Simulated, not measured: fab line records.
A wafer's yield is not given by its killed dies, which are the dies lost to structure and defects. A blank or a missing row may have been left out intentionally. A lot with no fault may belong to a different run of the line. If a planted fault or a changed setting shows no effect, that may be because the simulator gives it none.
The tool behind it: which one? || flow n5-finfet || 22 lots, 66 wafers sampled, at 1 step of a route of 1938

WHAT THE GAUGES SHOWED, per wafer
N5_MOL_CONTACT_COAG_CD_MEAS_84: target cd 25.1 nm.
{"lot": "L074", "measured": "day 5 03:54", "on": "cd-sem-01", "cd-nm (nm)": "25.19 25.22 24.52"}
{"lot": "L075", "measured": "day 5 04:49", "on": "cd-sem-01", "cd-nm (nm)": "25.50 25.28 25.00"}
{"lot": "L076", "measured": "day 5 20:49", "on": "cd-sem-01", "cd-nm (nm)": "25.17 25.12 25.41"}
{"lot": "L077", "measured": "day 6 01:22", "on": "cd-sem-03", "cd-nm (nm)": "24.83 25.36 25.17"}
{"lot": "L078", "measured": "day 6 12:22", "on": "cd-sem-02", "cd-nm (nm)": "24.97 24.92 25.15"}
{"lot": "L079", "measured": "day 6 16:29", "on": "cd-sem-03", "cd-nm (nm)": "24.98 25.63 25.04"}
{"lot": "L080", "measured": "day 6 16:50", "on": "cd-sem-03", "cd-nm (nm)": "24.95 24.88 25.15"}
{"lot": "L081", "measured": "day 6 22:24", "on": "cd-sem-03", "cd-nm (nm)": "25.46 25.44 25.08"}
{"lot": "L082", "measured": "day 7 02:05", "on": "cd-sem-01", "cd-nm (nm)": "24.94 24.90 25.20"}
{"lot": "L084", "measured": "day 7 16:22", "on": "cd-sem-01", "cd-nm (nm)": "24.68 25.13 24.95"}
{"lot": "L085", "measured": "day 8 03:35", "on": "cd-sem-01", "cd-nm (nm)": "24.91 24.86 25.17"}
{"lot": "L086", "measured": "day 8 06:52", "on": "cd-sem-01", "cd-nm (nm)": "25.05 25.13 24.75"}
{"lot": "L087", "measured": "day 8 11:43", "on": "cd-sem-02", "cd-nm (nm)": "25.05 24.80 25.22"}
{"lot": "L088", "measured": "day 8 20:33", "on": "cd-sem-02", "cd-nm (nm)": "24.69 24.70 25.12"}
{"lot": "L089", "measured": "day 9 00:00", "on": "cd-sem-03", "cd-nm (nm)": "25.44 25.34 25.45"}
{"lot": "L090", "measured": "day 9 07:34", "on": "cd-sem-02", "cd-nm (nm)": "24.73 24.81 24.74"}
{"lot": "L091", "measured": "day 9 13:29", "on": "cd-sem-03", "cd-nm (nm)": "25.12 24.74 25.36"}
{"lot": "L093", "measured": "day 10 00:47", "on": "cd-sem-03", "cd-nm (nm)": "25.06 25.48 24.58"}
{"lot": "L094", "measured": "day 10 06:57", "on": "cd-sem-01", "cd-nm (nm)": "25.35 25.31 25.41"}
{"lot": "L095", "measured": "day 10 09:12", "on": "cd-sem-01", "cd-nm (nm)": "24.86 24.95 24.68"}
{"lot": "L096", "measured": "day 10 13:44", "on": "cd-sem-02", "cd-nm (nm)": "24.76 25.34 25.21"}
{"lot": "L097", "measured": "day 10 17:37", "on": "cd-sem-03", "cd-nm (nm)": "24.76 25.00 24.82"}

EACH LOT AND THE TOOL THAT RAN IT (in order: tool; ch and the chambers of the sampled wafers; start)
No process step before these readings appears in the record.

WHAT THE TOOLS THEMSELVES READ (means of the sampled wafers that have a number; where no wafer has one, the mark that the record gives instead)
The record holds no such reading with a usual standard deviation.

THE ANSWER, worked out from the rows above alone
Rule: usual is defined by the lots themselves. The widest of any qualifying gaps counts: lots, ordered by their means at a reading, are off when they make up no more than a third of the lots, leave a main group of 4 or more, and stand apart from it by 3 or more times the standard deviation of that group's means. The tables above print the reading to a certain number of digits; a main group whose means all agree to those digits is not used. A lot without any number at a reading at which 4 lots or more have one is off too. Where the step has rows for the other lots, those lots are counted as sound. After the gauges, taken in route order, come the tools' own readings; for these a lot's mean is taken, as printed above. At the first step where some lot is off, the reading lying furthest off is the one used; lots without a number count as furthest.
No lot is off on any of the readings shown, so nothing can be concluded from this.

WHAT THE SIMULATOR PUT IN
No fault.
